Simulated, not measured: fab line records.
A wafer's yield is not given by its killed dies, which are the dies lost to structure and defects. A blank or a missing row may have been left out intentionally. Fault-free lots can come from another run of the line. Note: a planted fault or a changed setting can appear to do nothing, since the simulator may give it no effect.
fab line records | flow nand_harc
record: lots: 7 | wafers: 21 | last_day: 25
route steps=1159 shown A_STAIRCASE@694 END@1159
lots with no fault: from the same line, run without faults
start_h: hours from the record's first day to the start of the lot's first wafer shown | wait_h: hours since the lot's step before | " as in the row above | L1.1+2: a single row standing in for several wafers | - no value, or no start given | * or withheld: withheld | < > ~ a bound
route shown NAME@n: a module of which the file shows steps, and the number in the route of the first | usual: mean/standard deviation taken from wafers without a fault | same: alike in all rows | chamber/n: place in a boat | sites: each site's reading | _std_site: standard deviation of those values | _edge_site: mean of outer sites minus mean of inner sites | radius_mm: how far each site lies from the wafer's centre | mask NAME#n: copy n | behind: the most recent tool/chamber to have shaped the wafer | hold: reason for holding the lot/hours on hold/outcome of the hold | device: names the non-switching transistor (n, p or np) | end of line: tests of these same wafers at the route's end | a step with no rows: only its recipe | killed: count of dies lost to structure and defects at first sort (not the wafer's yield) | map: dies across one wafer; x = killed, . = not, _ = none there
set.NAME: the run value of the setting; set.NAME@STEP: its run value at that earlier step | model.NAME: the simulator's own value behind a step, which no gauge read
lots at selected steps of the route; one table per step, one row per wafer
services: a tool's chamber out of use, with start hour (start_h, from the record's first day; less than 0 if before it), hours out, and reason
== steps ==
step: NHARC_A_STAIRCASE_STRIP_317
recipe: time_s: 900 | temp_c: 130 | chemistry: SPM
step: NHARC_A_STAIRCASE_PRECLEAN_318
recipe: time_s: * | temp_c: 50 | bath_age_min: 0 | chemistry: SC1
step: NHARC_A_STAIRCASE_SRD_329
step: NHARC_A_STAIRCASE_ALD_415
recipe: target_thk_a: 300 | pulse_time_s: 6 | ald_cycles: 300 | temp_c: 300 | material: SiO2
usual: heater_power_w: 446/29 | precursor_pulse_height_rel: 1.000/0.018
lot.wafer | tool      | chamber | start_h | wait_h | heater_power_w | precursor_pulse_height_rel
L139.4    | ald_hk-02 | 2       | 256.18  | 0.5    | 445            | 0.992
L139.2    | "         | 3       | "       | "      | 395            | 0.989
L139.5    | "         | 1       | "       | "      | 435            | 0.997
L144.1    | ald_hk-04 | 2       | 290.95  | 0.1    | 414            | 1.000
L144.3    | "         | 0       | "       | "      | 424            | 1.038
L144.4    | "         | 1       | "       | "      | 441            | 1.038
L145.3    | ald_hk-03 | 2       | 303.78  | 0.1    | 478            | 1.011
L145.2    | "         | 1       | "       | "      | 412            | 0.983
L145.5    | "         | 3       | "       | "      | 479            | 1.005
L146.4    | ald_hk-03 | 2       | 314.63  | 0.5    | 460            | 1.001
L146.1    | "         | 3       | "       | "      | 477            | 0.985
L146.6    | "         | 0       | "       | "      | 452            | 0.997
L147.4    | ald_hk-02 | 0       | 319.54  | 0.5    | 416            | 0.995
L147.6    | "         | 2       | "       | "      | 455            | 0.967
L147.5    | "         | 3       | "       | "      | 428            | 0.965
L159.4    | ald_hk-02 | 2       | 396.22  | 1.7    | 445            | 0.991
L159.6    | "         | 0       | "       | "      | 416            | 0.999
L159.5    | "         | 1       | "       | "      | 455            | 0.988
L161.1    | ald_hk-03 | 3       | 414.59  | 1.7    | 481            | 1.014
L161.4    | "         | 0       | "       | "      | 448            | 0.995
L161.6    | "         | 0       | "       | "      | 442            | 0.996
step: NHARC_A_STAIRCASE_ETCHBACK_416
recipe: target_depth_a: 360 | time_s: 7.2 | c4f8_flow_sccm: withheld | o2_flow_sccm: 8 | ar_flow_sccm: withheld | rf_w: 600 | bias_w: 800 | chemistry: C4F8/O2/Ar
usual: oes_product_au: 0.95/0.036 | rf_vpp_V: 725/4.6
lot.wafer | tool        | chamber | start_h | wait_h | oes_product_au | rf_hours_counter_h | rf_vpp_V
L139.4    | rie_diel-06 | 1       | -       | -      | 0.94           | 4                  | 724
L139.2    | "           | 3       | "       | "      | 0.92           | 4                  | 726
L139.5    | "           | 0       | "       | "      | 0.93           | -                  | 718
L144.1    | rie_diel-02 | 0       | -       | -      | 0.90           | 56                 | 714
L144.4    | "           | 1       | "       | "      | 0.92           | 51                 | 727
L144.3    | "           | 2       | "       | "      | 0.92           | 56                 | 727
L145.2    | rie_diel-02 | 3       | -       | -      | 0.91           | 62                 | 716
L145.3    | "           | 1       | "       | "      | 0.92           | 56                 | 729
L145.5    | "           | 0       | "       | "      | 0.91           | -                  | 717
L146.1    | rie_diel-06 | 0       | -       | -      | 0.93           | 25                 | 717
L146.4    | "           | 1       | "       | "      | 0.93           | 24                 | 722
L146.6    | "           | 0       | "       | "      | 0.94           | -                  | 718
L147.4    | rie_diel-06 | 2       | -       | -      | 0.91           | 21                 | 724
L147.5    | "           | 1       | "       | "      | 0.93           | -                  | 723
L147.6    | "           | 2       | "       | "      | 0.91           | -                  | 726
L159.4    | rie_diel-02 | 2       | -       | -      | 0.91           | 27                 | 724
L159.6    | "           | 2       | "       | "      | 0.92           | -                  | 725
L159.5    | "           | 3       | "       | "      | 0.92           | -                  | 730
L161.4    | rie_diel-06 | 2       | -       | -      | 0.91           | 56                 | 725
L161.1    | "           | 0       | "       | "      | 0.92           | 64                 | 718
L161.6    | "           | 1       | "       | "      | 0.94           | -                  | 722
step: NHARC_A_STAIRCASE_STRIP_476
recipe: time_s: 20 | o2_flow_sccm: 500 | ar_flow_sccm: 0 | bias_w: 0 | chemistry: O2
usual: drypump_motor_current_A: 6.1/0.39 | oes_product_au: 0.999/0.01 | rf_vpp_V: 58.0/0.94 | showerhead_plenum_p_Torr: 3.59/0.15 | throttle_valve_pct: 17.036/0.0085
lot.wafer | tool        | chamber | start_h | wait_h | drypump_motor_current_A | oes_product_au | rf_hours_counter_h | rf_vpp_V | showerhead_plenum_p_Torr | throttle_valve_pct
L139.2    | rie_diel-06 | 1       | 257.88  | 0.1    | 6.3                     | 0.999          | 4                  | 57.4     | 3.51                     | 17.037
L139.4    | "           | 3       | "       | "      | 5.7                     | 0.992          | 4                  | 57.7     | 3.60                     | 17.033
L139.5    | "           | 2       | "       | "      | 6.5                     | 0.991          | -                  | 57.3     | 3.60                     | 17.039
L144.4    | rie_diel-02 | 0       | 294.63  | 0.1    | 5.7                     | 0.984          | 56                 | 56.4     | 3.27                     | 17.036
L144.1    | "           | 1       | "       | "      | 6.7                     | 0.992          | 51                 | 58.5     | 3.67                     | 17.029
L144.3    | "           | 2       | "       | "      | 6.3                     | 0.987          | 56                 | 58.8     | 3.60                     | 17.044
L145.3    | rie_diel-02 | 1       | 305.96  | 0.1    | 6.7                     | 0.988          | 56                 | 58.3     | 3.67                     | 17.048
L145.2    | "           | 2       | "       | "      | 6.3                     | 0.991          | 61                 | 58.8     | 3.60                     | 17.050
L145.5    | "           | 1       | "       | "      | 6.7                     | 0.994          | -                  | 59.8     | 3.67                     | 17.031
L146.4    | rie_diel-06 | 0       | 317.26  | 0.1    | 6.3                     | 1.008          | 25                 | 57.0     | 3.36                     | 17.046
L146.1    | "           | 1       | "       | "      | 6.2                     | 1.003          | 24                 | 56.8     | 3.50                     | 17.034
L146.6    | "           | 3       | "       | "      | 5.7                     | 0.988          | -                  | 58.8     | 3.59                     | 17.033
L147.4    | rie_diel-06 | 1       | 321.26  | 0.1    | 6.2                     | 1.001          | 25                 | 58.3     | 3.50                     | 17.038
L147.6    | "           | 2       | "       | "      | 6.4                     | 0.994          | -                  | 57.6     | 3.59                     | 17.019
L147.5    | "           | 3       | "       | "      | 5.7                     | 1.002          | -                  | 57.4     | 3.59                     | 17.037
L159.4    | rie_diel-02 | 3       | 397.93  | 0.1    | 5.9                     | 0.989          | 27                 | 57.5     | 3.79                     | 17.039
L159.5    | "           | 2       | "       | "      | 6.3                     | 0.985          | -                  | 58.3     | 3.58                     | 17.035
L159.6    | "           | 3       | "       | "      | 5.8                     | 0.999          | -                  | 59.9     | 3.79                     | 17.043
L161.4    | rie_diel-06 | 3       | 416.77  | 0.1    | 5.8                     | 1.001          | 55                 | 58.9     | 3.58                     | 17.033
L161.1    | "           | 1       | "       | "      | 6.2                     | 1.005          | 62                 | 57.4     | 3.48                     | 17.051
L161.6    | "           | 2       | "       | "      | 6.4                     | 0.983          | -                  | 58.3     | 3.57                     | 17.033
step: NHARC_A_STAIRCASE_DEP_417
recipe: target_thk_a: 600 | step_coverage_pct: 20 | temp_c: 400 | target_thk_nm: 60 | flow_sccm: 200 | rf_w: 450 | material: Si3N4
usual: heater_power_w: 697/54
lot.wafer | tool     | chamber | start_h | wait_h | heater_power_w
L139.2    | pecvd-04 | 1       | 258.02  | -      | 601
L139.4    | "        | 1       | "       | "      | 617
L139.5    | "        | 2       | "       | "      | 668
L144.1    | pecvd-04 | 1       | 294.77  | -      | 644
L144.3    | "        | 2       | "       | "      | 647
L144.4    | "        | 1       | "       | "      | 649
L145.3    | pecvd-03 | 0       | 306.38  | -      | 671
L145.2    | "        | 2       | "       | "      | 751
L145.5    | "        | 2       | "       | "      | 759
L146.1    | pecvd-04 | 0       | 317.44  | -      | 666
L146.6    | "        | 1       | "       | "      | 609
L146.4    | "        | 2       | "       | "      | 588
L147.4    | pecvd-04 | 2       | 321.48  | -      | 606
L147.5    | "        | 0       | "       | "      | 805
L147.6    | "        | 1       | "       | "      | 605
L159.6    | pecvd-01 | 2       | 398.16  | -      | 750
L159.4    | "        | 0       | "       | "      | 674
L159.5    | "        | 1       | "       | "      | 737
L161.1    | pecvd-01 | 2       | 416.91  | -      | 760
L161.4    | "        | 2       | "       | "      | 758
L161.6    | "        | 0       | "       | "      | 632
step: NHARC_A_STAIRCASE_WET_418
recipe: temp_c: 160 | target_depth_a: 200 | chemistry: H3PO4
step: NHARC_A_STAIRCASE_PRECLEAN_419
recipe: time_s: * | temp_c: 50 | bath_age_min: 0 | chemistry: SC1
step: NHARC_A_STAIRCASE_SRD_421
step: NHARC_A_STAIRCASE_ALD_420
recipe: target_thk_a: 200 | pulse_time_s: 6 | ald_cycles: 200 | temp_c: 300 | material: SiO2
step: NHARC_A_STAIRCASE_CVD_552
recipe: target_thk_a: 400 | temp_c: 700 | pressure_mtorr: 300 | material: SiNx
usual: spike_tc_lower_C: 699.4/1.3 | zone_power_upper_pct: 12.1/0.73
lot.wafer | tool     | chamber | start_h | wait_h | spike_tc_lower_C | zone_power_upper_pct
L139.2    | lpcvd-01 | 0       | 264.14  | -      | 699.7            | 12.2
L139.4    | "        | 0       | "       | "      | 700.5            | 12.1
L139.5    | "        | 0       | "       | "      | 701.1            | 12.2
L144.1    | lpcvd-02 | 0       | 303.19  | -      | 697.9            | 12.4
L144.3    | "        | 0       | "       | "      | 698.1            | 12.5
L144.4    | "        | 0       | "       | "      | 700.8            | 12.3
L144.1    | lpcvd-02 | 0       | 307.04  | 0.7    | 700.3            | 12.3
L144.3    | "        | 0       | "       | "      | 697.5            | 12.5
L144.4    | "        | 0       | "       | "      | 699.1            | 12.4
L145.2    | lpcvd-02 | 1       | 314.85  | -      | 697.6            | 10.5
L145.3    | "        | 1       | "       | "      | 698.7            | 10.6
L145.5    | "        | 1       | "       | "      | 696.7            | 10.6
L145.2    | lpcvd-02 | 1       | 318.69  | 0.7    | 697.4            | 10.7
L145.3    | "        | 1       | "       | "      | 698.4            | 10.6
L145.5    | "        | 1       | "       | "      | 698.5            | 10.6
L146.1    | lpcvd-02 | 0       | 325.86  | -      | 698.5            | 12.3
L146.4    | "        | 0       | "       | "      | 699.4            | 12.3
L146.6    | "        | 0       | "       | "      | 701.0            | 12.6
L147.4    | lpcvd-02 | 0       | 332.34  | -      | 699.8            | 12.3
L147.5    | "        | 0       | "       | "      | 699.0            | 12.5
L147.6    | "        | 0       | "       | "      | 699.3            | 12.2
L147.4    | lpcvd-02 | 0       | 340.23  | 4.7    | 699.2            | 12.4
L147.5    | "        | 0       | "       | "      | 699.0            | 12.3
L147.6    | "        | 0       | "       | "      | 698.1            | 12.4
L159.4    | lpcvd-01 | 0       | 406.52  | -      | 699.9            | 12.2
L159.5    | "        | 0       | "       | "      | 699.2            | 12.1
L159.6    | "        | 0       | "       | "      | 699.7            | 12.4
L161.1    | lpcvd-02 | 1       | 425.34  | -      | 698.1            | 10.6
L161.4    | "        | 1       | "       | "      | 697.2            | 10.6
L161.6    | "        | 1       | "       | "      | 696.6            | 10.7
step: NHARC_A_STAIRCASE_DEP_151
recipe: target_thk_a: 38000 | temp_c: 400 | target_thk_nm: 3800 | teos_flow_sccm: 200 | rf_w: 500 | material: SiO2
usual: heater_power_w: 640/69
lot.wafer | tool     | chamber | start_h | wait_h | heater_power_w
L139.2    | pecvd-04 | 1       | 267.97  | 0.6    | 614
L139.4    | "        | 0       | "       | "      | 644
L139.5    | "        | 2       | "       | "      | 541
L144.3    | pecvd-04 | 2       | 311.13  | 0.9    | 614
L144.1    | "        | 1       | "       | "      | 720
L144.4    | "        | 1       | "       | "      | 582
L145.3    | pecvd-01 | 1       | 322.80  | 0.9    | 703
L145.2    | "        | 2       | "       | "      | 690
L145.5    | "        | 1       | "       | "      | 602
L146.1    | pecvd-04 | 1       | 329.45  | 0.4    | 673
L146.4    | "        | 1       | "       | "      | 592
L146.6    | "        | 0       | "       | "      | 620
L147.6    | pecvd-04 | 1       | 344.42  | 1.0    | 560
L147.5    | "        | 2       | "       | "      | 541
L147.4    | "        | 0       | "       | "      | 624
L159.6    | pecvd-03 | 0       | 410.34  | 0.7    | 627
L159.4    | "        | 1       | "       | "      | 576
L159.5    | "        | 2       | "       | "      | 643
L161.1    | pecvd-03 | 2       | 429.19  | 0.6    | 643
L161.6    | "        | 1       | "       | "      | 583
L161.4    | "        | 0       | "       | "      | 619
step: NHARC_END_SORT_01
recipe: temp_c: 25
usual: killed_at_array: 26/9 | killed_at_other: 0.8/1.2 | killed_at_periphery: 3.2/2.3 | killed_dies: 30/9.1 | killed_open: 3.5/2 | killed_short: 1.8/1.4
same: gross_dies: 677
lot.wafer | tool      | chamber | start_h | wait_h | killed_at_array | killed_at_other | killed_at_periphery | killed_dies | killed_open | killed_short
L144.1    | prober-02 | 0       | 470.56  | 2.5    | 671             | 0               | 6                   | 677         | 2           | 2
L144.3    | prober-02 | 0       | 472.18  | 3.1    | 674             | 0               | 3                   | 677         | 1           | 2
L144.4    | prober-02 | 0       | 472.99  | 3.4    | 672             | 0               | 5                   | 677         | 5           | 0
L145.2    | prober-01 | 0       | 482.15  | 2.8    | 675             | 1               | 1                   | 677         | 3           | 1
L145.3    | prober-01 | 0       | 482.95  | 3.1    | 670             | 1               | 6                   | 677         | 2           | 1
L145.5    | prober-01 | 0       | 484.55  | 3.7    | 672             | 3               | 2                   | 677         | 3           | 3
L147.4    | prober-01 | 0       | 504.18  | 3.4    | 674             | 1               | 2                   | 677         | 7           | 4
L147.5    | prober-01 | 0       | 504.98  | 3.7    | 676             | 0               | 1                   | 677         | 2           | 0
L147.6    | prober-01 | 0       | 505.78  | 4.0    | 674             | 1               | 2                   | 677         | 5           | 3
killed by level:class
L144.1 A_STAIRCASE:area_cvd=656 A_SLIT:chamber_film_flake=6 A_CONTACT:chamber_film_flake=4 P_CONTACT:chamber_film_flake=3 A_CHANNEL_HOLE_D1:chamber_film_flake=2 P_CONTACT:geometric_particle:open=1 P_CONTACT:geometric_particle:short=1 A_ONON_D1:geometric_particle:short=1
L144.3 A_STAIRCASE:area_cvd=664 A_CONTACT:chamber_film_flake=5 P_CONTACT:chamber_film_flake=2 A_SLIT:chamber_film_flake=2 P_GATE:geometric_particle:open=1 A_CHANNEL_HOLE_D1:geometric_particle:short=1 A_CHANNEL_FILL_D1:geometric_particle:short=1 A_STAIRCASE:chamber_film_flake=1
L144.4 A_STAIRCASE:area_cvd=654 A_SLIT:chamber_film_flake=10 P_CONTACT:chamber_film_flake=3 A_CHANNEL_FILL_D1:geometric_particle:open=2 A_CONTACT:geometric_particle:open=2 A_CONTACT:chamber_film_flake=2 P_CONTACT:geometric_particle:open=1 P_M0:chamber_film_flake=1
L145.2 A_STAIRCASE:area_cvd=653 A_CHANNEL_HOLE_D1:chamber_film_flake=12 A_STAIRCASE:chamber_film_flake=4 A_CHANNEL_HOLE_D1:geometric_particle:open=1 A_STAIRCASE:geometric_particle:short=1 A_BLC:geometric_particle:open=1 A_M0:geometric_particle:open=1 P_ZERO_WELL:chamber_film_flake=1
L145.3 A_STAIRCASE:area_cvd=647 A_CHANNEL_HOLE_D1:chamber_film_flake=13 P_ZERO_WELL:chamber_film_flake=3 A_WL_FILL:chamber_film_flake=3 A_CONTACT:chamber_film_flake=3 P_M1:geometric_particle:short=1 A_ONON_D1:geometric_particle:open=1 A_CONTACT:geometric_particle:open=1
L145.5 A_STAIRCASE:area_cvd=649 A_CHANNEL_HOLE_D1:chamber_film_flake=12 A_STAIRCASE:chamber_film_flake=4 THIN_TSV:chamber_film_flake=3 P_STI:geometric_particle:short=1 P_CONTACT:geometric_particle:open=1 A_ONON_D1:geometric_particle:short=1 A_CHANNEL_HOLE_D1:geometric_particle:short=1
L147.4 A_STAIRCASE:area_cvd=647 A_CHANNEL_HOLE_D1:chamber_film_flake=16 A_CONTACT:geometric_particle:open=3 P_GATE:geometric_particle:open=1 P_GATE:geometric_particle:short=1 A_SOURCE_PLATE:geometric_particle:open=1 A_ONON_D1:geometric_particle:open=1 A_SGD_CUT:geometric_particle:open=1
L147.5 A_STAIRCASE:area_cvd=650 A_CHANNEL_HOLE_D1:chamber_film_flake=23 P_M0:geometric_particle:open=1 A_SGD_CUT:geometric_particle:open=1 A_ZERO_WELL:chamber_film_flake=1 A_CONTACT:chamber_film_flake=1
L147.6 A_STAIRCASE:area_cvd=648 A_CHANNEL_HOLE_D1:chamber_film_flake=17 A_CONTACT:chamber_film_flake=3 A_CONTACT:geometric_particle:open=2 P_CONTACT:geometric_particle:open=1 P_M1:geometric_particle:open=1 A_ONON_D1:geometric_particle:short=1 A_CHANNEL_HOLE_D1:geometric_particle:short=1
map L144.1 (x killed, . not)
____________x____________
_________xxxxxxx_________
_______xxxxxxxxxxx_______
______xxxxxxxxxxxxx______
_____xxxxxxxxxxxxxxx_____
____xxxxxxxxxxxxxxxxx____
____xxxxxxxxxxxxxxxxx____
___xxxxxxxxxxxxxxxxxxx___
___xxxxxxxxxxxxxxxxxxx___
__xxxxxxxxxxxxxxxxxxxxx__
__xxxxxxxxxxxxxxxxxxxxx__
_xxxxxxxxxxxxxxxxxxxxxxx_
_xxxxxxxxxxxxxxxxxxxxxxx_
_xxxxxxxxxxxxxxxxxxxxxxx_
_xxxxxxxxxxxxxxxxxxxxxxx_
_xxxxxxxxxxxxxxxxxxxxxxx_
xxxxxxxxxxxxxxxxxxxxxxxxx
xxxxxxxxxxxxxxxxxxxxxxxxx
xxxxxxxxxxxxxxxxxxxxxxxxx
xxxxxxxxxxxxxxxxxxxxxxxxx
xxxxxxxxxxxxxxxxxxxxxxxxx
_xxxxxxxxxxxxxxxxxxxxxxx_
_xxxxxxxxxxxxxxxxxxxxxxx_
_xxxxxxxxxxxxxxxxxxxxxxx_
_xxxxxxxxxxxxxxxxxxxxxxx_
_xxxxxxxxxxxxxxxxxxxxxxx_
__xxxxxxxxxxxxxxxxxxxxx__
__xxxxxxxxxxxxxxxxxxxxx__
___xxxxxxxxxxxxxxxxxxx___
___xxxxxxxxxxxxxxxxxxx___
____xxxxxxxxxxxxxxxxx____
____xxxxxxxxxxxxxxxxx____
_____xxxxxxxxxxxxxxx_____
______xxxxxxxxxxxxx______
_______xxxxxxxxxxx_______
_________xxxxxxx_________
____________x____________
map L145.2 (x killed, . not)
____________x____________
_________xxxxxxx_________
_______xxxxxxxxxxx_______
______xxxxxxxxxxxxx______
_____xxxxxxxxxxxxxxx_____
____xxxxxxxxxxxxxxxxx____
____xxxxxxxxxxxxxxxxx____
___xxxxxxxxxxxxxxxxxxx___
___xxxxxxxxxxxxxxxxxxx___
__xxxxxxxxxxxxxxxxxxxxx__
__xxxxxxxxxxxxxxxxxxxxx__
_xxxxxxxxxxxxxxxxxxxxxxx_
_xxxxxxxxxxxxxxxxxxxxxxx_
_xxxxxxxxxxxxxxxxxxxxxxx_
_xxxxxxxxxxxxxxxxxxxxxxx_
_xxxxxxxxxxxxxxxxxxxxxxx_
xxxxxxxxxxxxxxxxxxxxxxxxx
xxxxxxxxxxxxxxxxxxxxxxxxx
xxxxxxxxxxxxxxxxxxxxxxxxx
xxxxxxxxxxxxxxxxxxxxxxxxx
xxxxxxxxxxxxxxxxxxxxxxxxx
_xxxxxxxxxxxxxxxxxxxxxxx_
_xxxxxxxxxxxxxxxxxxxxxxx_
_xxxxxxxxxxxxxxxxxxxxxxx_
_xxxxxxxxxxxxxxxxxxxxxxx_
_xxxxxxxxxxxxxxxxxxxxxxx_
__xxxxxxxxxxxxxxxxxxxxx__
__xxxxxxxxxxxxxxxxxxxxx__
___xxxxxxxxxxxxxxxxxxx___
___xxxxxxxxxxxxxxxxxxx___
____xxxxxxxxxxxxxxxxx____
____xxxxxxxxxxxxxxxxx____
_____xxxxxxxxxxxxxxx_____
______xxxxxxxxxxxxx______
_______xxxxxxxxxxx_______
_________xxxxxxx_________
____________x____________
== services ==
tool        | chamber | start_h | hours | kind
pecvd-01    | -       | 237.35  | 13.0  | pm
rie_diel-06 | -       | 241.20  | 9.0   | pm
rie_diel-06 | 0       | 241.20  | 9.0   | vent_cycle
rie_diel-06 | 1       | 241.20  | 9.0   | vent_cycle
rie_diel-06 | 2       | 241.20  | 9.0   | vent_cycle
rie_diel-06 | 3       | 241.20  | 9.0   | vent_cycle
rie_diel-06 | 0       | 250.20  | -     | clean
rie_diel-06 | 1       | 250.20  | -     | clean
rie_diel-06 | 2       | 250.20  | -     | clean
rie_diel-06 | 3       | 250.20  | -     | clean
pecvd-01    | 1       | 259.88  | 12.2  | repair
rie_diel-06 | 2       | 289.33  | 6.8   | repair
pecvd-03    | -       | 292.26  | 13.0  | pm
lpcvd-01    | -       | 316.28  | 26.0  | pm
rie_diel-02 | 0       | 318.79  | 4.1   | repair
pecvd-03    | 2       | 319.22  | 5.1   | repair
rie_diel-02 | -       | 327.76  | 9.0   | pm
rie_diel-06 | 3       | 360.12  | 2.1   | repair
ald_hk-04   | -       | 364.00  | 10.0  | pm
pecvd-04    | -       | 376.34  | 13.0  | pm
pecvd-04    | 0       | 389.61  | 6.4   | repair
ald_hk-03   | -       | 400.99  | 0.8   | repair
rie_diel-06 | -       | 418.20  | 9.0   | pm
pecvd-01    | -       | 418.39  | 13.0  | pm
== key ==
first_sign: step: NHARC_A_STAIRCASE_CVD_552 | reading: visit | direction: added
effect: step: NHARC_END_SORT_01 | reading: killed_at_array | direction: up | sigmas: 72 | usual: 26 | struck: 673
more_kills_born_at: NHARC_A_STAIRCASE_CVD_552@lpcvd-02: 5868
met_at NHARC_A_STAIRCASE_CVD_552
struck_wafers L144.1,L144.3,L144.4,L145.2,L145.3,L145.5,L147.4,L147.5,L147.6
later_rows_left_out L144.1,L144.3,L144.4,L145.2,L145.3,L145.5,L147.4,L147.5,L147.6
tester_left_out L144,L145,L147
fault: kind: repeated_step_whole | tool: lpcvd-01,lpcvd-02 | chamber: - | onset_h: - | steps: NHARC_A_STAIRCASE_CVD_552 | times: 1 | scope: struck_lots_only
tester_left_out: of these lots the tester's yield and bins aren't shown, on N5 and GAA mostly nor the transistor test; their killed dies are dies lost to structure and defects alone, not to doping, threshold or leakage, so they don't give the yield
later_rows_left_out: the simulator's readings of these wafers behind a module that went badly wrong aren't trusted and aren't shown, but for the sort
